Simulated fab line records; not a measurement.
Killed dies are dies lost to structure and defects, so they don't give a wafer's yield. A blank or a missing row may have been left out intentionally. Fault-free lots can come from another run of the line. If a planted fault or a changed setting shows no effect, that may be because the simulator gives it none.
fab line records ; flow n5Finfet ; part 2 of 2: steps 21 to 27 of 27
[record] lots = 5; wafers = 15; lastDay = 16
route steps=1938 shown BEOL_M1@774
lots with no fault: from the same line, run without faults
startH: start of the lot's first displayed wafer, in hours after the record's first day ; waitH: hours from the lot's prior step to this one ; " same as the row above ; L1.1+2: several wafers, shown together as one row ; - value missing, or start not given ; * or withheld: withheld ; < > ~ a bound
route shown NAME@n: names a module that has steps shown in the file, with the first one's number in the route ; usual: the fault-free wafers' mean and standard deviation ; same: alike in all rows ; chamber/n: place in a boat ; sites: each site's reading ; _std_site: standard deviation of those values ; _edge_site: the outer-site mean with the inner-site mean subtracted ; radiusMm: for every site, how far away it sits from the centre of the wafer ; mask NAME#n: copy n ; behind: the tool/chamber that last shaped the wafer ; hold: cause of the lot's hold/its duration in hours/its outcome ; device: transistor that didn't switch, given as n, p or np ; end of line: the same wafers' tests at the end of the route ; a step with no rows: only its recipe ; killed: dies that structure and defects cost at the first sort, which is not the same as the wafer's yield ; map: the dies of a wafer, with x for killed, . for not killed, _ for no die there
set.NAME: the setting the step ran with; set.NAME@STEP: the setting that earlier step ran with ; model.NAME: the simulator's own value behind a step, which no gauge read
lots seen at some steps along the route; tables by step, rows by wafer
services: a tool's chamber out of use, with start hour (startH, from the record's first day; less than 0 if before it), hours out, and reason
[[steps]]
[step N5_BEOL_M1_ETCH_70]
[recipe] chemistry = N2/H2; target = SOC; targetDepthA = 800; overetchA = 160; maskMaterial = SiARC; tempC = 40; timeS = 120; ionEnergyEv = 200; pressureMtorr = 30; sourceW = 840; biasW = 150; n2FlowSccm = 200; h2FlowSccm = 200
[usual] drypumpMotorCurrentA = 5.8/0.41; oesProductAu = 0.59/0.064; rfFwdPowerW = 836/3.1; rfVppV = 524.6/2.1; showerheadPlenumPTorr = 2.57/0.078; throttleValvePct = 17.93/0.3
lot.wafer;tool;chamber;startH;waitH;drypumpMotorCurrentA;oesProductAu;rfFwdPowerW;rfHoursCounterH;rfVppV;showerheadPlenumPTorr;throttleValvePct
L074.1;rieDiel-03;2;130.96;0.0;6.4;0.56;828;152;523.6;2.52;17.59
L074.4;rieDiel-03;3;130.96;0.0;6.6;0.72;835;19;528.4;2.70;17.54
L074.6;rieDiel-03;1;130.96;0.0;5.7;0.58;831;-;523.4;2.53;18.07
L084.1;rieDiel-01;3;183.68;0.0;6.3;0.53;841;244;523.3;2.50;17.85
L084.4;rieDiel-01;0;183.68;0.0;5.1;0.57;835;175;525.3;2.64;17.80
L084.6;rieDiel-01;2;183.68;0.0;5.4;0.65;828;-;526.1;2.59;18.27
L085.1;rieDiel-02;0;194.03;0.0;6.0;0.52;835;248;525.8;2.62;18.20
L085.2;rieDiel-02;3;194.03;0.0;5.7;0.52;835;214;523.1;2.50;18.39
L085.5;rieDiel-02;2;194.03;0.0;6.0;0.57;835;-;527.2;2.65;18.12
L091.1;rieDiel-02;1;223.77;0.0;5.7;0.54;841;205;521.9;2.41;18.14
L091.5;rieDiel-02;3;223.77;0.0;5.8;0.52;837;-;522.2;2.50;18.39
L091.6;rieDiel-02;2;223.77;0.0;6.0;0.56;836;-;525.8;2.64;18.13
L092.1;rieDiel-01;0;251.94;0.0;5.1;0.55;837;203;525.6;2.63;17.85
L092.3;rieDiel-01;1;251.94;0.0;5.6;0.70;839;16;521.8;2.49;17.49
L092.4;rieDiel-01;2;251.94;0.0;5.5;0.64;837;-;524.9;2.58;18.33
[step N5_BEOL_M1_STRIP_71]
[recipe] chemistry = N2/H2; tempC = 40; n2FlowSccm = 200; h2FlowSccm = 200; rfFrequencyHz = 6e+07
lot.wafer;tool;chamber;startH;waitH
L074.1+4+6;rieDiel-03;2,3,1;131.04;0.0
L084.1+4+6;rieDiel-01;3,0,2;183.76;0.0
L085.1+2+5;rieDiel-02;0,3,2;194.11;0.0
L091.1+5+6;rieDiel-02;1,3,2;223.85;0.0
L092.1+3+4;rieDiel-01;0,1,2;252.02;0.0
[step N5_BEOL_M1_STRIP_78]
[recipe] chemistry = N2/H2; tempC = 40; n2FlowSccm = 200; h2FlowSccm = 200; rfFrequencyHz = 6e+07
lot.wafer;tool;chamber;startH;waitH
L074.1+4+6;rieDiel-03;2,3,1;131.05;0.0
L084.1+4+6;rieDiel-01;3,0,2;183.77;0.0
L085.1+2+5;rieDiel-02;0,3,2;194.12;0.0
L091.1+5+6;rieDiel-02;1,3,2;223.86;0.0
L092.1+3+4;rieDiel-01;0,1,2;252.03;0.0
[step N5_BEOL_M1_VIA_ETCH_34]
[recipe] chemistry = C4F6/O2; targetDepthA = 678; maskMaterial = SOC; pressureMtorr = 15; ionEnergyEv = 250; taperDeg = 4; timeS = 64.4; sourceW = 350; biasW = 170; Ar_flow_sccm = 300; C4F6_flow_sccm = 10; O2_flow_sccm = 10
[usual] C4F6_flow_sccm = 10.002/0.029; O2_flow_sccm = 9.997/0.027; drypumpMotorCurrentA = 5.8/0.41; oesProductAu = 0.76/0.088; rfFwdPowerW = 347.1/1.3; rfVppV = 660/23; showerheadPlenumPTorr = 2.86/0.083; throttleValvePct = 30.7/0.34
lot.wafer;tool;chamber;startH;waitH;C4F6_flow_sccm;O2_flow_sccm;drypumpMotorCurrentA;oesProductAu;rfFwdPowerW;rfHoursCounterH;rfVppV;showerheadPlenumPTorr;throttleValvePct
L074.1;rieDiel-03;2;131.06;0.0;9.931;9.950;6.4;0.74;346.3;152;677;2.84;30.6
L074.4;rieDiel-03;3;131.06;0.0;9.975;9.961;6.6;0.92;348.7;19;671;3.02;30.5
L074.6;rieDiel-03;1;131.06;0.0;9.949;10.005;5.7;0.73;344.9;-;652;2.82;31.1
L084.1;rieDiel-01;3;183.78;0.0;9.989;9.981;6.4;0.67;346.5;244;660;2.78;30.7
L084.4;rieDiel-01;0;183.78;0.0;9.973;9.991;5.1;0.74;346.9;175;649;2.96;30.7
L084.6;rieDiel-01;2;183.78;0.0;9.993;9.985;5.4;0.86;347.7;-;681;2.86;30.9
L085.1;rieDiel-02;0;194.13;0.0;10.004;10.000;6.0;0.70;346.1;248;696;2.88;30.9
L085.2;rieDiel-02;3;194.13;0.0;9.988;10.042;5.8;0.69;347.3;214;693;2.80;31.2
L085.5;rieDiel-02;2;194.13;0.0;9.995;9.935;6.0;0.74;346.7;-;661;2.95;31.1
L091.1;rieDiel-02;1;223.87;0.0;10.006;9.968;5.7;0.70;347.0;205;636;2.73;31.0
L091.5;rieDiel-02;3;223.87;0.0;9.974;9.968;5.8;0.68;345.6;-;694;2.79;31.3
L091.6;rieDiel-02;2;223.87;0.0;9.988;10.008;6.0;0.73;346.9;-;661;2.95;31.1
L092.1;rieDiel-01;0;252.04;0.0;9.989;9.971;5.1;0.72;346.6;203;652;2.94;30.7
L092.3;rieDiel-01;1;252.04;0.0;10.054;9.998;5.6;0.93;347.0;16;620;2.78;30.2
L092.4;rieDiel-01;2;252.04;0.0;9.973;10.014;5.4;0.84;346.4;-;681;2.85;31.0
[step N5_BEOL_M1_STRIP_83]
[recipe] chemistry = C4F6/O2; resist = SiARC; rfFrequencyHz = 6e+07
lot.wafer;tool;chamber;startH;waitH
L074.1+4+6;rieDiel-03;2,3,1;131.11;0.0
L084.1+4+6;rieDiel-01;3,0,2;183.83;0.0
L085.1+2+5;rieDiel-02;0,3,2;194.18;0.0
L091.1+5+6;rieDiel-02;1,3,2;223.92;0.0
L092.1+3+4;rieDiel-01;0,1,2;252.09;0.0
[step N5_BEOL_M1_STRIP_36]
[recipe] chemistry = N2/H2; powerW = 450; tempC = 40; pressureMtorr = 20; rfFrequencyHz = 6e+07; overashFraction = 0.3; biasPowerW = 7; h2Frac = 0.5; n2FlowSccm = 200; h2FlowSccm = 200
[usual] drypumpMotorCurrentA = 5.8/0.41; oesProductAu = 0.76/0.083; rfVppV = 59.2/1.4; showerheadPlenumPTorr = 2.56/0.078; throttleValvePct = 23.8/0.46
lot.wafer;tool;chamber;startH;waitH;drypumpMotorCurrentA;oesProductAu;rfHoursCounterH;rfVppV;showerheadPlenumPTorr;throttleValvePct
L074.1;rieDiel-03;2;131.12;0.0;6.4;0.74;152;59.7;2.52;23.2
L074.4;rieDiel-03;3;131.12;0.0;6.6;0.91;19;59.5;2.70;23.3
L074.6;rieDiel-03;1;131.12;0.0;5.7;0.74;-;59.7;2.52;24.0
L084.1;rieDiel-01;3;183.84;0.0;6.4;0.68;244;57.7;2.49;23.6
L084.4;rieDiel-01;0;183.84;0.0;5.1;0.74;175;60.8;2.64;23.6
L084.6;rieDiel-01;2;183.84;0.0;5.4;0.86;-;60.0;2.59;24.5
L085.1;rieDiel-02;0;194.19;0.0;5.9;0.68;248;60.3;2.62;24.2
L085.2;rieDiel-02;3;194.19;0.0;5.8;0.69;214;59.0;2.50;24.4
L085.5;rieDiel-02;2;194.19;0.0;6.0;0.76;-;57.2;2.64;24.1
L091.1;rieDiel-02;1;223.93;0.0;5.7;0.71;205;60.2;2.40;24.0
L091.5;rieDiel-02;3;223.93;0.0;5.7;0.69;-;57.4;2.50;24.4
L091.6;rieDiel-02;2;223.93;0.0;6.0;0.75;-;61.2;2.64;24.1
L092.1;rieDiel-01;0;252.10;0.0;5.1;0.71;203;58.8;2.62;23.6
L092.3;rieDiel-01;1;252.10;0.0;5.6;0.92;16;55.9;2.49;23.5
L092.4;rieDiel-01;2;252.10;0.0;5.4;0.81;-;59.1;2.58;24.5
[step N5_BEOL_M1_TRENCH_ETCH_37]
[recipe] chemistry = C4F6/O2; targetDepthA = 552.07; target = SiOC; timeS = 29; ionEnergyEv = 250; pressureMtorr = 30; sourceW = 355; biasW = 185; Ar_flow_sccm = 300; C4F6_flow_sccm = 10; O2_flow_sccm = 10
[usual] C4F6_flow_sccm = 10.01/0.03; O2_flow_sccm = 10.00/0.032; drypumpMotorCurrentA = 5.8/0.41; oesProductAu = 0.76/0.087; rfFwdPowerW = 350.4/1.7; rfVppV = 660/23; showerheadPlenumPTorr = 2.87/0.082; throttleValvePct = 20.88/0.25
lot.wafer;tool;chamber;startH;waitH;C4F6_flow_sccm;O2_flow_sccm;drypumpMotorCurrentA;oesProductAu;rfFwdPowerW;rfHoursCounterH;rfVppV;showerheadPlenumPTorr;throttleValvePct
L074.1;rieDiel-03;2;-;-;9.97;10.03;6.4;0.74;346.6;152;677;2.84;20.77
L074.4;rieDiel-03;3;-;-;10.03;10.02;6.6;0.92;350.4;19;670;3.03;20.66
L074.6;rieDiel-03;1;-;-;9.94;10.02;5.7;0.73;347.9;-;652;2.82;21.06
L084.1;rieDiel-01;3;-;-;10.05;9.99;6.4;0.67;349.8;244;658;2.79;20.86
L084.4;rieDiel-01;0;-;-;10.03;9.97;5.1;0.74;349.3;175;651;2.96;20.82
L084.6;rieDiel-01;2;-;-;9.98;9.95;5.4;0.87;348.0;-;682;2.87;21.01
L085.1;rieDiel-02;0;-;-;10.04;10.03;5.9;0.69;347.5;248;698;2.88;20.92
L085.2;rieDiel-02;3;-;-;10.01;10.00;5.7;0.69;351.4;214;696;2.80;21.27
L085.5;rieDiel-02;2;-;-;10.03;10.00;6.0;0.75;349.7;-;661;2.95;21.03
L091.1;rieDiel-02;1;-;-;9.97;9.97;5.7;0.69;349.9;205;636;2.73;21.23
L091.5;rieDiel-02;3;-;-;9.98;9.90;5.8;0.68;352.5;-;694;2.80;21.30
L091.6;rieDiel-02;2;-;-;10.02;10.00;6.0;0.74;351.0;-;662;2.95;21.05
L092.1;rieDiel-01;0;-;-;10.01;10.03;5.1;0.73;349.9;203;649;2.95;20.88
L092.3;rieDiel-01;1;-;-;10.00;9.97;5.6;0.91;350.8;16;620;2.78;20.34
L092.4;rieDiel-01;2;-;-;10.00;9.99;5.4;0.83;346.7;-;681;2.85;21.04
[[services]]
tool;chamber;startH;hours;kind
aldSin-01;-;103.42;0.9;repair
euvScanner-01;-;117.85;1.5;repair
euvScanner-02;-;120.61;1.0;pm
euvScanner-01;-;132.71;1.0;pm
rieDiel-01;0;140.58;7.1;repair
aldSin-04;0;141.81;9.5;repair
rieDiel-01;-;143.86;3.3;repair
rieDiel-03;1;147.36;3.3;repair
rieMetal-02;-;156.51;1.4;pm
rieDiel-03;-;160.73;0.5;repair
euvScanner-02;-;176.76;1.0;pm
rieDiel-01;1;187.49;-;clean
rieDiel-01;1;187.49;-;consumableReplace:focusRing
rieDiel-01;1;187.49;23.4;scheduledDown
euvScanner-01;-;188.86;1.0;pm
rieDiel-03;-;198.08;1.1;repair
rieDiel-03;-;199.54;2.6;repair
euvScanner-01;-;200.38;4.6;pm
rieDiel-01;3;213.02;48.6;repair
rieDiel-03;0;216.61;2.9;repair
euvScanner-02;-;227.74;1.8;repair
rieMetal-03;-;228.42;2.8;pm
euvScanner-02;-;232.91;1.0;pm
euvScanner-01;-;245.01;1.0;pm
